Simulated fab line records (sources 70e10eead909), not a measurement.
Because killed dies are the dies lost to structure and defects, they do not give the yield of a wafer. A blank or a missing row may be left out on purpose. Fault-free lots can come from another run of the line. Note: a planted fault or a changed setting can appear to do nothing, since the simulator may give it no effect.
The tool behind it: which one? / flow nand harc / 13 lots with 39 wafers sampled at 5 steps, on a route of 1302 steps

== WHAT EACH GAUGE READ, for each wafer ==
NHARC_HYBRID_BOND_INSPECT_06: inspects for defects (ir void). Usual: raw defect count at 89, with a standard deviation of 28.
lot=L619; measured=day 24 00:20; on=defect inspect-02; raw defect count=123 113 99; flag=
lot=L621; measured=day 25 01:03; on=defect inspect-01; raw defect count=53 58 47; flag=
lot=L623; measured=day 25 01:03; on=defect inspect-02; raw defect count=62 59 58; flag=
lot=L622; measured=day 25 01:05; on=defect inspect-01; raw defect count=126 126 141; flag=
lot=L624; measured=day 25 09:58; on=defect inspect-02; raw defect count=60 94 67; flag=
lot=L636; measured=day 30 16:16; on=defect inspect-01; raw defect count=130 112 103; flag=
lot=L637; measured=day 30 16:17; on=defect inspect-02; raw defect count=108 108 109; flag=
lot=L639; measured=day 32 12:44; on=defect inspect-01; raw defect count=30 33 43; flag=
lot=L640; measured=day 31 22:45; on=defect inspect-02; raw defect count=124 123 155; flag=
lot=L641; measured=day 31 22:45; on=defect inspect-01; raw defect count=54 50 60; flag=
lot=L642; measured=day 33 01:29; on=defect inspect-02; raw defect count=90 95 94; flag=

NHARC_END_SORT_01. Usual: killed at array 59, standard deviation 17; killed at other 0.9, standard deviation 1.6; killed at periphery 3.7, standard deviation 2.3; killed dies 64, standard deviation 17; killed open 3.3, standard deviation 1.8; killed short 2.4, standard deviation 1.6.
lot=L629; measured=day 29 04:44; on=prober-01; killed at array=672 670 672; killed at other=0 0 0; killed at periphery=5 7 5; killed dies=677 677 677; killed open=4 3 3; killed short=3 1 2; flag=OFF
lot=L630; measured=day 29 05:31; on=prober-02; killed at array=676 673 675; killed at other=1 1 2; killed at periphery=0 3 0; killed dies=677 677 677; killed open=3 3 3; killed short=2 5 8; flag=OFF

== TOOL THAT RAN EACH LOT (tool first, then ch and the chambers of the sampled wafers, then the start) ==
lot=L619; NHARC_A_CHANNEL_HOLE_D1_DEP_00=acl dep-02 ch 0, day 9 05:08; NHARC_THIN_TSV_ETCH_44=rie diel-10 ch 0,1,3, day 24 03:18; NHARC_THIN_TSV_STRIP_56=plasma asher-02 ch 0,1, day 24 09:35
lot=L621; NHARC_A_CHANNEL_HOLE_D1_DEP_00=acl dep-01 ch 0, day 9 18:13; NHARC_THIN_TSV_ETCH_44=rie diel-04 ch 0,1,2, day 25 03:58; NHARC_THIN_TSV_STRIP_56=plasma asher-02 ch 0,1, day 25 10:23
lot=L623; NHARC_A_CHANNEL_HOLE_D1_DEP_00=acl dep-01 ch 0, day 10 01:45; NHARC_THIN_TSV_ETCH_44=rie diel-04 ch 0,1,3, day 25 05:06; NHARC_THIN_TSV_STRIP_56=plasma asher-01 ch 0,1, day 25 11:24
lot=L622; NHARC_A_CHANNEL_HOLE_D1_DEP_00=acl dep-03 ch 0, day 10 01:54; NHARC_THIN_TSV_ETCH_44=rie diel-10 ch 1,2,3, day 25 06:30; NHARC_THIN_TSV_STRIP_56=plasma asher-02 ch 0,1, day 25 12:43
lot=L624; NHARC_A_CHANNEL_HOLE_D1_DEP_00=acl dep-01 ch 0, day 10 10:39; NHARC_THIN_TSV_ETCH_44=rie diel-10 ch 0,1,2, day 25 13:29; NHARC_THIN_TSV_STRIP_56=plasma asher-01 ch 0,1, day 25 19:46
lot=L629; NHARC_A_CHANNEL_HOLE_D1_DEP_00=acl dep-01 ch 0, day 12 12:22; NHARC_THIN_TSV_ETCH_44=-; NHARC_THIN_TSV_STRIP_56=-
lot=L630; NHARC_A_CHANNEL_HOLE_D1_DEP_00=acl dep-01 ch 0, day 12 20:58; NHARC_THIN_TSV_ETCH_44=-; NHARC_THIN_TSV_STRIP_56=-
lot=L636; NHARC_A_CHANNEL_HOLE_D1_DEP_00=acl dep-02 ch 0, day 15 09:52; NHARC_THIN_TSV_ETCH_44=rie diel-10 ch 1,2,3, day 30 19:16; NHARC_THIN_TSV_STRIP_56=plasma asher-01 ch 0,1, day 31 01:37
lot=L637; NHARC_A_CHANNEL_HOLE_D1_DEP_00=acl dep-03 ch 0, day 15 17:56; NHARC_THIN_TSV_ETCH_44=rie diel-10 ch 1,2, day 30 20:16; NHARC_THIN_TSV_STRIP_56=plasma asher-01 ch 0,1, day 31 02:32
lot=L639; NHARC_A_CHANNEL_HOLE_D1_DEP_00=acl dep-01 ch 0, day 17 00:42; NHARC_THIN_TSV_ETCH_44=rie diel-04 ch 0,1,2, day 32 15:47; NHARC_THIN_TSV_STRIP_56=plasma asher-01 ch 0,1, day 32 21:53
lot=L640; NHARC_A_CHANNEL_HOLE_D1_DEP_00=acl dep-02 ch 0, day 17 00:59; NHARC_THIN_TSV_ETCH_44=rie diel-10 ch 1,3, day 32 02:39; NHARC_THIN_TSV_STRIP_56=plasma asher-01 ch 1, day 32 09:20
lot=L641; NHARC_A_CHANNEL_HOLE_D1_DEP_00=acl dep-03 ch 0, day 17 09:48; NHARC_THIN_TSV_ETCH_44=rie diel-05 ch 0,1, day 32 04:07; NHARC_THIN_TSV_STRIP_56=plasma asher-02 ch 0,1, day 32 10:35
lot=L642; NHARC_A_CHANNEL_HOLE_D1_DEP_00=acl dep-01 ch 0, day 18 00:32; NHARC_THIN_TSV_ETCH_44=rie diel-05 ch 0,2,3, day 33 04:35; NHARC_THIN_TSV_STRIP_56=plasma asher-01 ch 0,1, day 33 11:08
- NHARC_A_CHANNEL_HOLE_D1_DEP_00: deposits aC, target thk 3100 nm.
- NHARC_THIN_TSV_ETCH_44: etches the open film in CF4/O2, target depth 1594.2 nm, time 797.1 s.
- NHARC_THIN_TSV_STRIP_56: strips in O2.

== AS READ BY THE TOOLS THEMSELVES (means over the sampled wafers that have a number; for cases with no such wafer, the mark the record gives instead) ==
NHARC_A_CHANNEL_HOLE_D1_DEP_00. Usual: throttle valve pct at 34.999 %, with a standard deviation of 0.0087.
lot=L619; tool=acl dep-02; throttle valve pct (%)=35.007; flag=
lot=L621; tool=acl dep-01; throttle valve pct (%)=35.003; flag=
lot=L623; tool=acl dep-01; throttle valve pct (%)=34.993; flag=
lot=L622; tool=acl dep-03; throttle valve pct (%)=34.990; flag=
lot=L624; tool=acl dep-01; throttle valve pct (%)=35.008; flag=
lot=L629; tool=acl dep-01; throttle valve pct (%)=35.001; flag=
lot=L630; tool=acl dep-01; throttle valve pct (%)=35.007; flag=
lot=L636; tool=acl dep-02; throttle valve pct (%)=34.996; flag=
lot=L637; tool=acl dep-03; throttle valve pct (%)=35.002; flag=
lot=L639; tool=acl dep-01; throttle valve pct (%)=34.992; flag=
lot=L640; tool=acl dep-02; throttle valve pct (%)=34.995; flag=
lot=L641; tool=acl dep-03; throttle valve pct (%)=35.002; flag=
lot=L642; tool=acl dep-01; throttle valve pct (%)=34.999; flag=

NHARC_THIN_TSV_ETCH_44. Usual: drypump motor current A 5.9 A, standard deviation 0.43; oes product au 1.005 a.u., standard deviation 0.011; rf fwd power W 299.7 W, standard deviation 0.86; rf vpp V 797 V, standard deviation 4.4; showerhead plenum p Torr 1.87 Torr, standard deviation 0.072; throttle valve pct 16.914 %, standard deviation 0.0092.
lot=L619; tool=rie diel-10; drypump motor current A (A)=5.9; oes product au (a.u.)=1.013; rf fwd power W (W)=299.6; rf vpp V (V)=794; showerhead plenum p Torr (Torr)=1.82; throttle valve pct (%)=16.918; flag=
lot=L621; tool=rie diel-04; drypump motor current A (A)=6.1; oes product au (a.u.)=1.015; rf fwd power W (W)=300.0; rf vpp V (V)=795; showerhead plenum p Torr (Torr)=1.84; throttle valve pct (%)=16.916; flag=
lot=L623; tool=rie diel-04; drypump motor current A (A)=5.8; oes product au (a.u.)=1.013; rf fwd power W (W)=299.3; rf vpp V (V)=798; showerhead plenum p Torr (Torr)=1.89; throttle valve pct (%)=16.912; flag=
lot=L622; tool=rie diel-10; drypump motor current A (A)=5.9; oes product au (a.u.)=0.995; rf fwd power W (W)=299.2; rf vpp V (V)=795; showerhead plenum p Torr (Torr)=1.83; throttle valve pct (%)=16.913; flag=
lot=L624; tool=rie diel-10; drypump motor current A (A)=5.7; oes product au (a.u.)=1.003; rf fwd power W (W)=300.4; rf vpp V (V)=797; showerhead plenum p Torr (Torr)=1.88; throttle valve pct (%)=16.919; flag=
lot=L636; tool=rie diel-10; drypump motor current A (A)=5.9; oes product au (a.u.)=0.999; rf fwd power W (W)=299.6; rf vpp V (V)=794; showerhead plenum p Torr (Torr)=1.82; throttle valve pct (%)=16.918; flag=
lot=L637; tool=rie diel-10; drypump motor current A (A)=5.8; oes product au (a.u.)=1.008; rf fwd power W (W)=299.0; rf vpp V (V)=796; showerhead plenum p Torr (Torr)=1.83; throttle valve pct (%)=16.906; flag=
lot=L639; tool=rie diel-04; drypump motor current A (A)=6.0; oes product au (a.u.)=1.006; rf fwd power W (W)=299.8; rf vpp V (V)=795; showerhead plenum p Torr (Torr)=1.84; throttle valve pct (%)=16.911; flag=
lot=L640; tool=rie diel-10; drypump motor current A (A)=6.1; oes product au (a.u.)=1.011; rf fwd power W (W)=299.9; rf vpp V (V)=791; showerhead plenum p Torr (Torr)=1.77; throttle valve pct (%)=16.913; flag=
lot=L641; tool=rie diel-05; drypump motor current A (A)=5.6; oes product au (a.u.)=1.008; rf fwd power W (W)=299.2; rf vpp V (V)=798; showerhead plenum p Torr (Torr)=1.90; throttle valve pct (%)=16.912; flag=
lot=L642; tool=rie diel-05; drypump motor current A (A)=6.0; oes product au (a.u.)=1.004; rf fwd power W (W)=298.7; rf vpp V (V)=800; showerhead plenum p Torr (Torr)=1.91; throttle valve pct (%)=16.919; flag=

NHARC_THIN_TSV_STRIP_56. Usual: drypump motor current A 5.3 A, standard deviation 0.37; heater power w 347 W, standard deviation 10.
lot=L619; tool=plasma asher-02; drypump motor current A (A)=4.9; heater power w (W)=345; flag=
lot=L621; tool=plasma asher-02; drypump motor current A (A)=5.1; heater power w (W)=345; flag=
lot=L623; tool=plasma asher-01; drypump motor current A (A)=5.6; heater power w (W)=347; flag=
lot=L622; tool=plasma asher-02; drypump motor current A (A)=5.1; heater power w (W)=343; flag=
lot=L624; tool=plasma asher-01; drypump motor current A (A)=5.6; heater power w (W)=351; flag=
lot=L636; tool=plasma asher-01; drypump motor current A (A)=5.5; heater power w (W)=359; flag=
lot=L637; tool=plasma asher-01; drypump motor current A (A)=5.5; heater power w (W)=357; flag=
lot=L639; tool=plasma asher-01; drypump motor current A (A)=5.6; heater power w (W)=348; flag=
lot=L640; tool=plasma asher-01; drypump motor current A (A)=5.7; heater power w (W)=346; flag=
lot=L641; tool=plasma asher-02; drypump motor current A (A)=4.9; heater power w (W)=351; flag=
lot=L642; tool=plasma asher-01; drypump motor current A (A)=5.6; heater power w (W)=345; flag=

== THE ANSWER, worked out from the rows above alone ==
Rule: lot off if the mean of its wafers having a number is beyond 3 standard deviations from the usual mean. A lot without any number at a reading at which 4 lots or more have one is off too. All remaining lots with rows at the step are treated as sound. First the gauges in route order, then the tools' own readings, where a lot's mean is used as printed above. At the first step where some lot is off, the reading lying furthest off is the one used; lots without a number count as furthest.
Off: L629, L630, at NHARC_END_SORT_01 (killed at array). Neither off nor sound, because the step has no rows for them: L619, L621, L623, L622, L624, L636, L637, L639, L640, L641, L642.
A tool fits if, at a process step before that reading, it ran every lot that is off, and no sound lot after the first of them. The gauges at NHARC_END_SORT_01 are tried like those tools. One fits: NHARC_A_CHANNEL_HOLE_D1_DEP_00 on acl dep-01. It ran no sound lot before its first lot that is off in this sample, so the start can't be narrowed down.

== WHAT THE SIMULATOR PUT IN ==
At NHARC_A_CHANNEL_HOLE_D1_DEP_00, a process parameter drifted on acl dep-01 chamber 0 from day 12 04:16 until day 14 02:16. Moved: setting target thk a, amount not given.
Struck lots among those shown: L629, L630. Same finding as the rule above.
